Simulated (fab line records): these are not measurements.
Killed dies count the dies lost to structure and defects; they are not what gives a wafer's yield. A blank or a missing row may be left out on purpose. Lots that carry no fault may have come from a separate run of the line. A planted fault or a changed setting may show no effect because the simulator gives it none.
8D (eight disciplines) problem report, filled in by code | flow n5-finfet | the parts of the form that need people (team, actions taken, sign-off) are left out

1. PROBLEM STATEMENT
Mean of power-w at N5_BEOL_M9_STRIP_36: 297.4 W across 2 wafers in 2 lots; on wafers with no fault it is 450.1 W (standard deviation 1.3). So: -99 or more standard deviations from the usual mean.
The step: strips in N2/H2.
First seen on wafer L839.5, day 14 07:13, on rie-diel-06. At this step, 33 wafers from 11 lots have a number in the record. Rule for "out", or "out of limits": more than 4 standard deviations from the usual mean. All remaining wafers that have a number are taken as sound.

2. WHAT IT IS AND WHAT IT IS NOT
question                    | is                | is not
which readings at this step | power-w           | drypump-motor-current-A, oes-product-au, rf-vpp-V, showerhead-plenum-p-Torr, throttle-valve-pct
which lots                  | L839, L841        | L824, L825, L827, L828, L843, L844, L845, L846, L847
which wafers of those lots  | L839.5, L841.5    | L839.1, L839.3, L841.1, L841.6
read on which tools         | rie-diel-06       | rie-diel-03, rie-diel-04
when                        | from day 14 07:13 | up to then (14 sound wafers); but 17 sound wafers of L841, L843, L844, L845, L846, L847 came after

3. WHAT RULES OUT EACH SUSPECT
Counting: a tool at a process step up to the reading stays a suspect if it ran every lot that is out. Sound lots after the first of them don't rule it out here, since some wafers of a struck lot are sound.
- rie-diel-06 at N5_BEOL_M9_STRIP_36 (strips in N2/H2): kept. It processed each lot that is out (first: L839, day 14 07:13); up to then, its last sound lot is L828 (day 11 11:47). Its own power-w readings are out on those wafers.
- At N5_BEOL_M9_STRIP_36, inside rie-diel-06: chamber 0 took the wafers that are out, while their sound lot-mates went through chambers 1, 2.
Left after counting: rie-diel-06 at N5_BEOL_M9_STRIP_36.

4. THE CAUSE (what the simulator had put in)
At N5_BEOL_M9_STRIP_36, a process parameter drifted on rie-diel-06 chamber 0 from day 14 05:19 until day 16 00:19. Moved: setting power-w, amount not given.
The count eliminated every tool but this one.

5. THE EFFECT CHAIN, in route order
Rows list readings where the struck wafers' mean (over those with a number) sits beyond 3 standard deviations from the usual. Readings are gone through only where the record gives a usual standard deviation; hours: the median, over the lots, of the time from a lot's start at the first step in this table giving one to that lot's start at this step; sigmas: the change measured in usual standard deviations.
hours | step                | reading | usual   | on struck wafers | change | sigmas
0     | N5_BEOL_M9_STRIP_36 | power-w | 450.1 W | 297.4            | -152.7 | -99 or more
The process steps in it:
- N5_BEOL_M9_STRIP_36: strips in N2/H2.
At these later measuring or inspecting steps, every struck wafer for which the step has a row has a number for every such reading, and none has moved that far: N5_BEOL_M9_CD_MEAS_35.

6. WHAT WOULD HAVE CAUGHT IT SOONER
In this record no reading fell out of limits until day 14 07:13, 2 hours after the fault had begun at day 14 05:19.
